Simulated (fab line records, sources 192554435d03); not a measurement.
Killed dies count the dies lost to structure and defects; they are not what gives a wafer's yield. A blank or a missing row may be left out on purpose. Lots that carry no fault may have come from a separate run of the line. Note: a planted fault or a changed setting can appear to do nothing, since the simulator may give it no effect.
Comparing a struck lot with a sound one | flow n5-finfet | 15 steps out of a route of 1938
Sound: wafers L480.1, L480.3, L480.6. Struck: wafer L497.3. (L497.6 of the same lot was not struck and is left out.) The cause comes at the end.
Each step with rows lists, per side, the tool, then ch with its chambers, then its first start. Under that, the readings that differ: sound wafers | struck wafers | difference of the means | sigmas: that difference in standard deviations of wafers without a fault.
alike: readings whose means differ by less than 2 such deviations, and words and numbers that are the same on both sides. not compared: withheld readings, readings that some wafer has no value for, bounds like >300 that may hide the same value, and numbers for which the record gives no deviation and whose values overlap.
Wherever a step has rows on one side only, a row that says differs or no value, or a row with sigmas, the two part there. Numbers that have no deviation but don't overlap get no sigmas and don't part them. Lack of a reading on every wafer of one side parts them only where that side has two or more wafers.

first, 6 steps without rows for these wafers: N5_BEOL_M2_COAT_05 (resist thk 30 nm); N5_BEOL_M2_EBR_07; N5_BEOL_M2_SOFTBAKE_06 (time 60 s); N5_BEOL_M2_EXPOSE_08 (exposes mask M2); N5_BEOL_M2_PEB_09 (peb time 60 s); N5_BEOL_M2_DEVELOP_10 (develop time 30 s).
N5_BEOL_M2_CD_MEAS_11: target cd 16.79 nm.
  sound on cd-sem-02 ch 0, day 7 10:27; struck on cd-sem-01 ch 0, day 11 04:52
  alike: cd-nm
N5_BEOL_M2_OVL_MEAS_12:
  sound on overlay-02 ch 0, day 7 10:29; struck on overlay-02 ch 0, day 11 04:55
  alike: M2_OVL
N5_BEOL_M2_INSPECT_13: inspects for defects (brightfield).
  sound on defect-inspect-02 at day 7 10:32; struck on defect-inspect-01 at day 11 04:58
  alike: raw-defect-count
N5_BEOL_M2_DESCUM_16: chemistry O2, time 7 s.
  sound on rie-diel-03 ch 2,3, day 7 10:35; struck on rie-diel-03 ch 1, day 11 04:59
  alike: drypump-motor-current-A, oes-product-au, rf-fwd-power-W, rf-vpp-V, showerhead-plenum-p-Torr, throttle-valve-pct
  not compared: rf-hours-counter-h
N5_BEOL_M2_ETCH_74: etches underlayer in N2/H2, target depth 6.5 nm, time 5.2 s.
  sound on rie-diel-03 ch 2,3, day 7 10:37; struck on rie-diel-03 ch 1, day 11 05:02
  reading    | sound             | struck | difference | sigmas
  bias-w (W) | 150.8 150.3 150.4 | 149.4  | -1.1       | -3
  alike: drypump-motor-current-A, etch-rf-on-time-s, oes-product-au, rf-fwd-power-W, rf-vpp-V, showerhead-plenum-p-Torr, throttle-valve-pct
  not compared: rf-hours-counter-h
N5_BEOL_M2_ETCH_63: etches SiARC in CF4, target depth 15.6 nm, time 26 s.
  sound on rie-diel-03 ch 2,3, day 7 10:38; struck on rie-diel-03 ch 1, day 11 05:02
  reading    | sound             | struck | difference | sigmas
  bias-w (W) | 35.94 35.70 35.97 | 36.07  | +0.20      | +2
  alike: cf4-flow-sccm, drypump-motor-current-A, etch-rf-on-time-s, oes-product-au, rf-fwd-power-W, rf-vpp-V, showerhead-plenum-p-Torr, throttle-valve-pct
  not compared: rf-hours-counter-h
N5_BEOL_M2_ETCH_64: etches SOC in N2/H2, target depth 75 nm, overetch 22.5 nm, time 121.9 s.
  sound on rie-diel-03 ch 2,3, day 7 10:40; struck on rie-diel-03 ch 1, day 11 05:04
  reading                                    | sound       | struck | difference | sigmas
  model.SiARC_of_BEOL_M2_COAT_62.thk-nm (nm) | 6.4 6.4 6.4 | 6.6    | +0.2       |
  alike: drypump-motor-current-A, oes-product-au, rf-vpp-V, showerhead-plenum-p-Torr, throttle-valve-pct
  not compared: bias-w, rf-fwd-power-W, rf-hours-counter-h
then, 1 step without rows for these wafers: N5_BEOL_M2_STRIP_65 (strips in N2/H2).
N5_BEOL_M4_RC_MEAS_101:
  sound on prober-01 ch 0, day 8 18:39; struck on prober-02 ch 0, day 12 21:16
  reading       | sound       | struck | difference | sigmas
  ION_N (uA/um) | 673 692 680 | 663    | -19        | -2
  ION_P (uA/um) | 463 475 468 | 456    | -13        | -2
  alike: DIBL_N, DIBL_P, IOFF_N, IOFF_P, SS_N, SS_P, VT_N, VT_P

## WHERE THEY PART
Earliest at N5_BEOL_M2_ETCH_74; latest, in this record, at N5_BEOL_M4_RC_MEAS_101.

WHY: whatever the simulator had introduced
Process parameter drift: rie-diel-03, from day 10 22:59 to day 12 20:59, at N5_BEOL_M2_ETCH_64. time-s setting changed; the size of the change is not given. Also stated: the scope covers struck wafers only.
